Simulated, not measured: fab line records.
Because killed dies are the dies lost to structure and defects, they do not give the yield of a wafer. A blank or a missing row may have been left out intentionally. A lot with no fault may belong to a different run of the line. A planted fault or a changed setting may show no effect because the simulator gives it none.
8D (eight disciplines) problem report, filled in by code | flow n5-finfet | the parts of the form that need people (team, actions taken, sign-off) are left out
Where a reading is given only as a bound, like >300, the bound stands for it, and a mean or a difference that rests on one is marked > or <: the true number lies beyond.

== 1. THE PROBLEM ==
raw-defect-count at N5_HKMG_FIN_INSPECT_14 reads a mean of >300 on 6 wafers of 2 lots; wafers without a fault read 2.0 with a standard deviation of 1.3. So: +99 or more standard deviations from the usual mean.
The step: inspects for defects (macro).
Earliest sighting: wafer L999.2 on defect-inspect-02 at day 9 08:04. The record has a number at this step for 12 wafers belonging to 4 lots. Rule for "out" (also "out of limits"): further than 4 standard deviations from the usual mean. Any other wafer with a number is counted as sound.

== 2. WHAT IT IS; WHAT IT IS NOT ==
question                    | is                     | is not
which readings at this step | raw-defect-count       | -
which lots                  | L100, L999             | L985, L988
which wafers of those lots  | all that have a number | -
read on which gauges        | defect-inspect-02      | defect-inspect-01
when                        | from day 9 08:04       | up to then (6 sound wafers)

== 3. WHAT RULES OUT EACH SUSPECT ==
Counting: any tool at a process step up to the reading is kept as a suspect provided that every lot that is out went through it and no sound lot did after the first of them.
- the gauge at N5_HKMG_FIN_INSPECT_14 has been ruled out. All the wafers that are out were read on defect-inspect-02, but those of them that N5_PASSIVATION_PROBE_49 has rows for are out there too, on other tools.
- plasma-asher-02 at N5_HKMG_FIN_STRIP_60 (strips in N2/H2, time 360 s): kept. All lots that are out passed through it, beginning with L999 at day 9 05:36, and no sound lot followed; its final sound lot before that point was L985 at day 5 12:18.
After counting, what remains is plasma-asher-02 at N5_HKMG_FIN_STRIP_60.

== 4. THE CAUSE (what the simulator had put in) ==
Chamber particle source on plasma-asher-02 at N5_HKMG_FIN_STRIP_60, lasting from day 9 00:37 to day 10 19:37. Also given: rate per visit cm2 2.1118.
Counting left only this tool.

== 5. THE EFFECT CHAIN, in route order ==
Each row: a reading whose mean over the struck wafers that have a number lies more than 3 standard deviations from the usual. Readings are gone through only where the record gives a usual standard deviation; hours: the median, over the lots, of the time from a lot's start at the first step in this table giving one to that lot's start at this step; sigmas: the change measured in usual standard deviations.
hours | step                    | reading              | usual  | on struck wafers | change | sigmas
0     | N5_HKMG_FIN_INSPECT_14  | raw-defect-count     | 2.0    | >300             | >+298  | +99 or more
196   | N5_PASSIVATION_PROBE_49 | defect-limited-yield | 91.4 % | 79.6             | -11.8  | -7.9
196   | N5_PASSIVATION_PROBE_49 | killed-at-front-end  | 40     | 195              | +155   | +12
196   | N5_PASSIVATION_PROBE_49 | killed-dies          | 101    | 241              | +140   | +7.8
196   | N5_PASSIVATION_PROBE_49 | sort_bin_5_function  | 5.1 %  | 12.1             | +7.0   | +7.0
196   | N5_PASSIVATION_PROBE_49 | sort-n-pass          | 1079   | 939              | -140   | -7.8
196   | N5_PASSIVATION_PROBE_49 | sort-yield-pct       | 91.4 % | 79.6             | -11.8  | -7.9
Its process steps:
- N5_PASSIVATION_PROBE_49
Later steps that measure or inspect, where all struck wafers having a row at the step show a number for every such reading and not one has moved that far: N5_BEOL_M4_RC_MEAS_101.

== 6. HOW IT WOULD HAVE BEEN CAUGHT EARLIER ==
Counted from the fault's start at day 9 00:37, it took 7 hours until the first out-of-limits reading at a measuring or inspecting step in this record, taken at day 9 08:04.
Of the tool readings at N5_HKMG_FIN_STRIP_60 for which the record gives a usual standard deviation, none was out on any struck wafer, so an alarm limit of 4 standard deviations on them would not have fired.
Each of the lots that are out, 2 in all, had begun N5_HKMG_FIN_STRIP_60 on plasma-asher-02 no later than day 9 08:04. A hold on the tool at that time would have spared none of them.
